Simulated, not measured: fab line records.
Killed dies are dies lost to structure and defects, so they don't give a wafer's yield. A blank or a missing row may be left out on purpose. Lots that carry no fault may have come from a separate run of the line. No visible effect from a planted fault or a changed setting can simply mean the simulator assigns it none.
Comparing a struck lot with a sound one ; flow n5-finfet ; 38 steps out of a route of 1938
Sound: these wafers, L699.1, L699.2, L699.6. Struck: wafer L718.3; the same lot's L718.6 was not struck, so it is left out; see the end for the cause.
Order at every step that has rows: each side's tool, ch and its chambers, its first start. Under that, the readings that differ: sound wafers ; struck wafers ; difference of the means ; sigmas: that difference in standard deviations of wafers without a fault.
alike: readings with means less than 2 such deviations apart, plus words and numbers identical on both sides. not compared: withheld readings, readings lacking a value on some wafer, bounds such as >300 that could conceal the same value, and numbers that have no deviation in the record and whose values overlap.
A row with sigmas, a row that says differs or no value, or rows on one side alone: a step with any of these is where the two part. When numbers do not overlap yet have no deviation, they are printed without sigmas and do not part them. Lack of a reading on every wafer of one side parts them only where that side has two or more wafers.

first, 12 steps without rows for these wafers: N5_SD_EPI_P_STRIP_38 (strips in N2/H2); N5_SD_EPI_P_ETCHBACK_46 (etches SiNx in CH3F/O2, stops on SiO2, target depth 17.5 nm); N5_SD_EPI_P_ETCH_47 (etches SiOCN in CH3F/O2, target depth 25 nm); N5_SD_EPI_P_ETCH_16 (etches SiO2 in CHF3/O2, target depth 5 nm); N5_SD_EPI_P_STRIP_50 (strips in CHF3/O2); N5_SD_EPI_P_SD_RECESS_17 (chemistry HBr/Cl2/O2, target depth 39.1 nm, bt time 3 s); N5_SD_EPI_P_WET_ETCH_45 (etches SiO2 in dHF, time 10.7 s, target depth 2 nm, rinse time 30 s); N5_SD_EPI_P_STRIP_40 (strips in N2/H2); N5_SD_EPI_P_PRECLEAN_52 (cleans in O3/DIW, time 60 s); N5_SD_EPI_P_SRD_20 (time 30 s); N5_SD_EPI_P_PRECLEAN_51 (cleans in NF3:NH3, afs cycles 1, time 20 s, sublimation time 60 s); N5_SD_EPI_P_VAPOR_ETCH_44 (etches SiGe30 in NF3/Ar, time 3.3 s).
N5_SD_EPI_P_EPI_21: deposits SiGe:B, time 355 s.
  sound on epi-rpcvd-01 ch 0, day 3 13:03; struck on epi-rpcvd-01 ch 0, day 8 10:46
reading;sound;struck;difference;sigmas
epi-growth-time-s (s);355 355 355;293.63;-61.37;
model.SiGe-B_of_SD_EPI_P_EPI_21.thk-nm (nm);61.8 61.6 62.2;55;-7;
  alike: chamber-pressure-Torr
N5_SD_EPI_P_EPI_MEAS_23:
  sound on film-metro-02 at day 3 15:14; struck on film-metro-02 at day 8 12:15
reading;sound;struck;difference;sigmas
thk-nm (nm);61.2 62.7 62.8;54.8;-7.4;-6
then, 8 steps without rows for these wafers: N5_SD_EPI_P_HM_STRIP_48 (strips SiNx in H3PO4, material SiNx, target depth 3 nm); N5_SD_EPI_P_SRD_49 (time 30 s); N5_SD_EPI_P_PRECLEAN_24 (cleans in O3/DIW, time 45 s); N5_SD_EPI_P_PRECLEAN_32 (cleans in dHF, time 10 s); N5_SD_EPI_P_PRECLEAN_33 (cleans in SC2, time 45 s); N5_SD_EPI_P_SRD_25 (time 30 s); N5_SD_ACTIVATION_RTA_00 (time 0 s); N5_SD_ACTIVATION_LSA_01 (time 0.0008 s).
N5_SD_ACTIVATION_RS_MEAS_03: a four-point-probe measurement.
  sound on film-metro-01 at day 3 16:02; struck on film-metro-02 at day 8 12:53
reading;sound;struck;difference;sigmas
RS_SD_P (ohm/sq);54.4 54.7 54.0;62.0;+7.6;+9
  alike: RS_SD_N
then, 12 steps without rows for these wafers: N5_ILD0_LINER_00 (material SiNx, target thk 4 nm, pulse time 1 s, purge time 2 s); N5_ILD0_FCVD_FILL_01 (material SiO2 flowable, target thk 200 nm, time 328.3 s); N5_ILD0_CURE_02 (time 1800 s); N5_ILD0_CMP_03 (polishes, stops on SiNx, t overpolish 1.9 s, target thk 197.38 nm); N5_ILD0_CMP_07 (polishes SiO2 flowable, stops on poly-Si, t overpolish 1.18 s, target thk 138.88 nm); N5_ILD0_PRECLEAN_10 (cleans in NF3:NH3, afs cycles 5, time 20 s, sublimation time 60 s); N5_ILD0_ALD_15 (deposits SiNx, target thk 24 nm, pulse time 1 s, ald cycles 480); N5_ILD0_CMP_12 (polishes SiNx, stops on poly-Si, t overpolish 6 s, target thk 17.67 nm); N5_SDB_HM_DEP_00 (deposits SiNx from SiH4/NH3/N2, target thk 40 nm, time 35.3 s); N5_SDB_COAT_03 (time 60 s, resist thk 100 nm); N5_SDB_COAT_04 (time 60 s, resist thk 18 nm); N5_SDB_COAT_05 (resist thk 90 nm).
N5_MOL_CONTACT_COAG_ETCH_110: etches Si in CF4/O2, target depth 2.5 nm, time 8 s.
  sound on rie-diel-06 ch 1,2, day 4 22:13; struck on rie-diel-06 ch 3, day 9 19:22
reading;sound;struck;difference;sigmas
O2_flow_sccm (sccm);9.99 10.00 10.00;9.93;-0.07;-2
oes-product-au (a.u.);0.77 0.71 0.76;0.99;+0.24;+2
model.SiGe-B_of_SD_EPI_P_EPI_21.thk-nm (nm);58.8 58.8 59.2;52.2;-6.7;
  alike: drypump-motor-current-A, rf-vpp-V, showerhead-plenum-p-Torr, throttle-valve-pct
  not compared: rf-hours-counter-h
-- the record jumps here: 3 days lie between the struck wafers' starts before and after (it left off in module MOL_CONTACT_COAG and takes up again in module BEOL_M4, whose first step shown is number 1111 of the route) --
N5_BEOL_M4_RC_MEAS_101:
  sound on prober-02 ch 0, day 8 03:54; struck on prober-02 ch 0, day 12 20:44
reading;sound;struck;difference;sigmas
RS_SD_P (ohm/sq);64.3 64.8 64.8;73.0;+8.4;+9
  alike: DIBL_N, DIBL_P, IOFF_N, IOFF_P, ION_N, ION_P, SS_N, SS_P, VT_N, VT_P
after that, 1 step had no rows for these wafers: N5_PASSIVATION_PROBE_49.

== WHERE THEY PART ==
First at N5_SD_EPI_P_EPI_MEAS_23; last, within this record, at N5_BEOL_M4_RC_MEAS_101.

WHY: whatever the simulator had introduced
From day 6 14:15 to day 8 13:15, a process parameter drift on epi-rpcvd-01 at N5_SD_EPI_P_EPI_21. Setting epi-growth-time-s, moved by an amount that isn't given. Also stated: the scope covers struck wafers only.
